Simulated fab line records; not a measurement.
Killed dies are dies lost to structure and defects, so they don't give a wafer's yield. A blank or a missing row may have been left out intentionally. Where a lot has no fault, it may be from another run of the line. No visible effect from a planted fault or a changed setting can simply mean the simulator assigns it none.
Split-lot experiment -- flow n5-finfet -- 39 wafers read across 7 lots, on a route 1938 steps long

== THE SPLIT ITSELF ==
At N5_SD_EPI_P_EXPOSE_06 (exposes mask SD P BLK, target cd 240 nm), the setting dose-mj was moved away from the recipe's 39.5 on 18 of the 39 wafers read, by -7.0% to +6.6%. For the rest of the wafers, this setting stayed at what the recipe calls for.

== FROM THE SPLIT TO THE READING: what the file shows between them, 2 steps ==
- N5_SD_EPI_P_PEB_07: peb time 60 s
- N5_SD_EPI_P_DEVELOP_08: develop time 30 s

== THE READING ==
Shown in nm: cd-nm at N5_SD_EPI_P_CD_MEAS_09, with target cd 240 nm. A value of 239.9 nm with a standard deviation of 0.74 nm is what fault-free wafers of this fab line usually give.

wafer,"tool, chamber at the split",dose-mj as run,against the recipe,"cd-nm, nm",against lot-mates on the recipe
L074.3,"arfi-scanner-02, 0",39.5,recipe,241.0,-
L074.4,"arfi-scanner-02, 0",39.5,recipe,240.6,-
L074.6,"arfi-scanner-02, 0",39.5,recipe,241.0,-
L075.1,"arfi-scanner-03, 0",39.5,recipe,240.1,-
L075.2,"arfi-scanner-03, 0",37.3,-5.6%,236.6,-3.3
L075.3,"arfi-scanner-03, 0",39.5,recipe,239.8,-
L075.4,"arfi-scanner-03, 0",37.3,-5.6%,236.1,-3.8
L075.5,"arfi-scanner-03, 0",39.5,recipe,239.8,-
L075.6,"arfi-scanner-03, 0",37.3,-5.6%,236.4,-3.5
L082.1,"arfi-scanner-03, 0",39.5,recipe,240.8,-
L082.2,"arfi-scanner-03, 0",39.5,recipe,240.6,-
L082.3,"arfi-scanner-03, 0",37.59,-4.8%,237.4,-3.5
L082.4,"arfi-scanner-03, 0",39.5,recipe,241.2,-
L082.5,"arfi-scanner-03, 0",37.59,-4.8%,237.1,-3.8
L082.6,"arfi-scanner-03, 0",37.59,-4.8%,237.1,-3.8
L084.1,"arfi-scanner-01, 0",36.9,-6.6%,234.6,-4.5
L084.2,"arfi-scanner-01, 0",39.5,recipe,239.7,-
L084.3,"arfi-scanner-01, 0",39.5,recipe,239.1,-
L084.4,"arfi-scanner-01, 0",36.9,-6.6%,234.7,-4.4
L084.5,"arfi-scanner-01, 0",36.9,-6.6%,234.0,-5.1
L084.6,"arfi-scanner-01, 0",39.5,recipe,238.4,-
L089.1,"arfi-scanner-01, 0",39.5,recipe,240.3,-
L089.2,"arfi-scanner-01, 0",42.1,+6.6%,244.4,+4.3
L089.3,"arfi-scanner-01, 0",39.5,recipe,239.8,-
L089.4,"arfi-scanner-01, 0",39.5,recipe,240.2,-
L089.5,"arfi-scanner-01, 0",42.1,+6.6%,244.8,+4.7
L089.6,"arfi-scanner-01, 0",42.1,+6.6%,244.0,+3.9
L095.1,"arfi-scanner-03, 0",39.5,recipe,239.5,-
L095.2,"arfi-scanner-03, 0",37.8,-4.3%,237.5,-2.5
L095.3,"arfi-scanner-03, 0",39.5,recipe,240.5,-
L095.4,"arfi-scanner-03, 0",37.8,-4.3%,237.0,-3.0
L095.5,"arfi-scanner-03, 0",39.5,recipe,239.9,-
L095.6,"arfi-scanner-03, 0",37.8,-4.3%,237.0,-3.0
L097.1,"arfi-scanner-03, 0",36.73,-7.0%,234.0,-4.5
L097.2,"arfi-scanner-03, 0",36.73,-7.0%,234.5,-4.0
L097.3,"arfi-scanner-03, 0",39.5,recipe,238.5,-
L097.4,"arfi-scanner-03, 0",39.5,recipe,238.7,-
L097.5,"arfi-scanner-03, 0",39.5,recipe,238.3,-
L097.6,"arfi-scanner-03, 0",36.73,-7.0%,234.6,-3.9

FIT RESULTS
A straight line over all 39 wafers: cd-nm changes by +0.713 nm for each +1% of dose-mj; r = +0.96; the points scatter about the line by 0.77 nm.
The same after taking each lot's own level away (the mean of its wafers on the recipe; 39 wafers): +0.656 nm for each +1%; r = +0.99; scatter 0.36 nm.
That fit puts the effect of the largest move of dose-mj on the reading at 4.6 nm.
Across the lots, their own levels run from 238.50 to 240.87 nm, a range of 3.2 times the standard deviation given above.
Consequently the slope shifts little with the lot-to-lot level, the two slopes agreeing.
Check: for one of the wafers moved furthest among these (-7.0%), held out of the fit, the line's prediction against its lot-mates is -4.63 nm. It came out at -4.5 nm against them.

== ADDITIONAL SPLITS CARRIED BY THESE WAFERS ==
These wafers also went through other splits before the reading. Each is held against what the fit with the lots' levels taken away leaves over:
other split on the same wafers,wafers away from the commonest value,r with cd-nm (lot level and that fit taken away)
N5_DUMMY_GATE_ETCH_31 target-depth-a,18,-0.06
N5_DUMMY_GATE_ETCH_44 target-depth-a,15,-0.14
N5_DUMMY_GATE_ETCH_42 bias-w,12,-0.02

== THE WHOLE CHAIN: every reading that the file lists as answering this split, in the file's order ==
step,what it does,reading,change (the file's fit),r (the file's)
N5_SD_EPI_P_CD_MEAS_09,target cd 240 nm,cd-nm,+0.657 nm for each +1% of the setting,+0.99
N5_SD_EPI_P_DESCUM_14,"chemistry O2, time 7.9 s","SD_EPI_P.cd-nm (the simulator's own value, which no gauge read)",+0.66 nm for each +1% of the setting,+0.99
N5_SD_EPI_P_ETCH_37,"etches SOC in N2/H2, overetch 108 nm, time 486 s","SD_EPI_P.cd-nm (the simulator's own value, which no gauge read)",+0.693 nm for each +1% of the setting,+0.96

== THE FILE'S OWN FIT ==
cd-nm changes by +0.657 nm for each +1% of dose-mj, r = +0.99.
